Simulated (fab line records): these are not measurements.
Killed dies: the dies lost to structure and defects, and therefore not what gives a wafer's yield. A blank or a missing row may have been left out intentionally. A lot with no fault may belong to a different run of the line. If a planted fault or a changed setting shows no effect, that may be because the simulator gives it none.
Comparing a struck lot with a sound one -- flow nandHarc -- 25 steps out of a route of 1302
Sound: the wafers L227.2, L227.4, L227.5. The struck wafers were L233.3, L233.4, L233.6. The cause comes at the end.
Order at every step that has rows: each side's tool, ch and its chambers, its first start. Under that, the readings that differ: sound wafers -- struck wafers -- difference of the means -- sigmas: that difference in standard deviations of wafers without a fault.
alike: readings whose means differ by less than 2 such deviations, and words and numbers that are the same on both sides. not compared: withheld readings, readings that some wafer has no value for, bounds like >300 that may hide the same value, and numbers for which the record gives no deviation and whose values overlap.
Wherever a step has rows on one side only, a row that says differs or no value, or a row with sigmas, the two part there. Numbers that have no deviation but don't overlap get no sigmas and don't part them. A reading that every wafer of one side lacks parts them only if that side has two wafers or more.

NHARC_P_CONTACT_DEP_30: deposits SiNx, target thk 30 nm.
  sound on pecvd-04 ch 0,1, day 5 15:56; struck on pecvd-03 ch 0,2, day 8 06:23
  alike: heaterPowerOuterW, heaterPowerW
NHARC_P_CONTACT_DEP_00: deposits SiO2, target thk 500 nm.
  sound: pecvd-04 ch 0,1; struck: pecvd-03 ch 0,2
  alike: heaterPowerOuterW, heaterPowerW, throttleValvePct
then, 9 steps without rows for these wafers: NHARC_P_CONTACT_CMP_01 (polishes SiO2, target thk 200 nm); NHARC_P_CONTACT_SRD_03; NHARC_P_CONTACT_DEHYDRATE_04 (time 120 s); NHARC_P_CONTACT_HMDS_05 (time 30 s); NHARC_P_CONTACT_COAT_33 (time 75 s); NHARC_P_CONTACT_COAT_34 (time 65 s); NHARC_P_CONTACT_COAT_06 (resist thk 90 nm); NHARC_P_CONTACT_SOFTBAKE_07 (time 55 s); NHARC_P_CONTACT_EBR_08.
NHARC_P_CONTACT_EXPOSE_09: exposes mask P CA, target cd 90 nm.
  sound on arfiScanner-03 ch 0, day 5 17:20; struck on arfiScanner-01 ch 0, day 8 07:38
reading,sound,struck,difference,sigmas
mask,P_CA#0 P_CA#0 P_CA#0,P_CA_R1#0 P_CA_R1#0 P_CA_R1#0,differs,
  alike: reticleTempC
then, 2 steps without rows for these wafers: NHARC_P_CONTACT_PEB_10 (peb time 65 s); NHARC_P_CONTACT_DEVELOP_11 (develop time 35 s).
NHARC_P_CONTACT_CD_MEAS_12: the cd target is 90 nm.
  sound on cdSem-01 ch 0, day 5 17:29; struck on cdSem-02 ch 0, day 8 07:46
reading,sound,struck,difference,sigmas
cdNm (nm),90.2 90.5 91.4,97.0 97.5 97.1,+6.5,+12
NHARC_P_CONTACT_OVL_MEAS_13:
  sound on overlay-01 at day 5 17:34; struck on overlay-02 at day 8 07:51
  alike: overlayXNm, overlayYNm
NHARC_P_CONTACT_INSPECT_14:
  sound on defectInspect-02 at day 5 17:36; struck on defectInspect-01 at day 8 07:53
  alike: rawDefectCount
NHARC_P_CONTACT_DESCUM_17: chemistry O2, time 3 s.
  sound on rieDiel-02 ch 0,2,3, day 5 17:40; struck on rieDiel-10 ch 0,1,2, day 8 07:57
reading,sound,struck,difference,sigmas
model.P_CONTACT.cdNm (nm),90.42 90.09 91.34,96.49 97.03 96.82,+6.16,
  alike: drypumpMotorCurrentA, oesProductAu, rfVppV, showerheadPlenumPTorr, throttleValvePct
  not compared: rfHoursCounterH
NHARC_P_CONTACT_ETCH_35: etches the open film in CF4, target depth 39 nm, time 65 s.
  sound on rieDiel-02 ch 0,3, day 5 17:45; struck on rieDiel-10 ch 0,1,2, day 8 08:02
reading,sound,struck,difference,sigmas
rfVppV (V),151.7 153.1 152.2,150.1 149.8 149.5,-2.5,-3
  alike: drypumpMotorCurrentA, oesProductAu, showerheadPlenumPTorr, throttleValvePct
  not compared: rfHoursCounterH
NHARC_P_CONTACT_ETCH_36: etches the open film in N2/H2, target depth 260 nm, time 406.25 s.
  sound: rieDiel-02 ch 0,2,3; struck: rieDiel-10 ch 1,3
  alike: drypumpMotorCurrentA, oesProductAu, rfVppV, showerheadPlenumPTorr, throttleValvePct
  not compared: rfHoursCounterH
NHARC_P_CONTACT_ETCH_18: etches the open film in C4F8/O2/Ar, target depth 481 nm, time 240.5 s.
  sound: rieDiel-02 ch 0,3; struck: rieDiel-10 ch 0,2,3
reading,sound,struck,difference,sigmas
rfVppV (V),982 986 985,979 972 972,-10,-2
  alike: oesProductAu
  not compared: rfHoursCounterH
then, 1 step without rows for these wafers: NHARC_P_CONTACT_STRIP_37 (strips in C4F8/O2/Ar).
NHARC_P_CONTACT_ETCH_31: etches the open film in CH3F/O2, target depth 30 nm, time 85.7 s.
  sound: rieDiel-02 ch 1,3; struck: rieDiel-10 ch 1,3
reading,sound,struck,difference,sigmas
showerheadPlenumPTorr (Torr),2.60 2.38 2.60,2.32 2.44 2.32,-0.17,-2
model.P_CONTACT.cdNm (nm),91.34 89.77 92.23,97.01 95.74 97.53,+5.65,
  alike: drypumpMotorCurrentA, oesProductAu, rfVppV, throttleValvePct
  not compared: rfHoursCounterH
NHARC_P_CONTACT_CD_MEAS_19:
  sound on cdSem-02 at day 5 18:32; struck on cdSem-02 at day 8 08:50
reading,sound,struck,difference,sigmas
cdNm (nm),91.6 90.2 92.1,97.1 95.5 97.4,+5.4,+4
-- the record jumps here: 18 days lie between the struck wafers' starts before and after (it left off in module P_CONTACT and takes up again in module END, whose first step shown is number 1302 of the route) --
NHARC_END_SORT_01:
  at this point the record logs the struck wafers (prober-01 ch 0, day 26 13:37) and has no rows for the sound ones

WHERE THEY PART
Last at NHARC_END_SORT_01 as far as this record goes, first at NHARC_P_CONTACT_EXPOSE_09.

WHY: what had been put in by the simulator
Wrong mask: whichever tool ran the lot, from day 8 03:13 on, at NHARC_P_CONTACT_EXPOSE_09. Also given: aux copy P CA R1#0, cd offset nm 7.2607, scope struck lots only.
